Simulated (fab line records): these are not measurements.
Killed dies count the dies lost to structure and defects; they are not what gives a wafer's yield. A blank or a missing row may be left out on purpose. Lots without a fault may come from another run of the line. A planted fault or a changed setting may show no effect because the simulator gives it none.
Chamber matching | flow nand harc | NHARC_A_M1_DEP_33 on pecvd-01: 3 sister chambers
The step deposits SiCN, target thk 30 nm. 3 wafers are shown with their chamber, then 7 later ones without.

WAFERS, EACH WITH ITS CHAMBER
wafer  | chamber | heater power w (W)
L087.2 | 1       | 699
L091.1 | 2       | 681
L091.3 | 0       | 711

WAFERS MISSING THEIR CHAMBER
wafer  | heater power w (W)
L091.6 | 715
L092.1 | 701
L092.2 | 640
L092.3 | 698
L094.1 | 609
L094.4 | 596
L094.6 | 646

WHICH CHAMBER EACH WENT THROUGH
wafer  | from the rows above          | in truth
L091.6 | can't be placed: 0 or 1 or 2 | 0
L092.1 | can't be placed: 1 or 0 or 2 | 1
L092.2 | can't be placed: 2 or 1 or 0 | 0
L092.3 | can't be placed: 1 or 0 or 2 | 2
L094.1 | can't be placed: 2 or 1 or 0 | 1
L094.4 | can't be placed: 2 or 1 or 0 | 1
L094.6 | can't be placed: 2 or 1 or 0 | 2
Correct placement for 0 of the 7. From these rows, 7 cannot be placed; in 7 the true chamber is one of the candidates. 0 placed wrongly.
How it was worked out, from the rows above alone: a wafer's distance from a chamber is the root of the sum, over the readings, of the square of ((its reading less the chamber's mean) divided by the reading's scatter). If the next closest chamber is less than 2 further off than the closest, the wafer can't be placed; otherwise it belongs to the closest. Each chamber's mean is taken over the wafers shown for it. The scatter (one wafer shown for each chamber): square how far every hidden wafer sits from the nearest shown wafer, average those squares and take the square root.
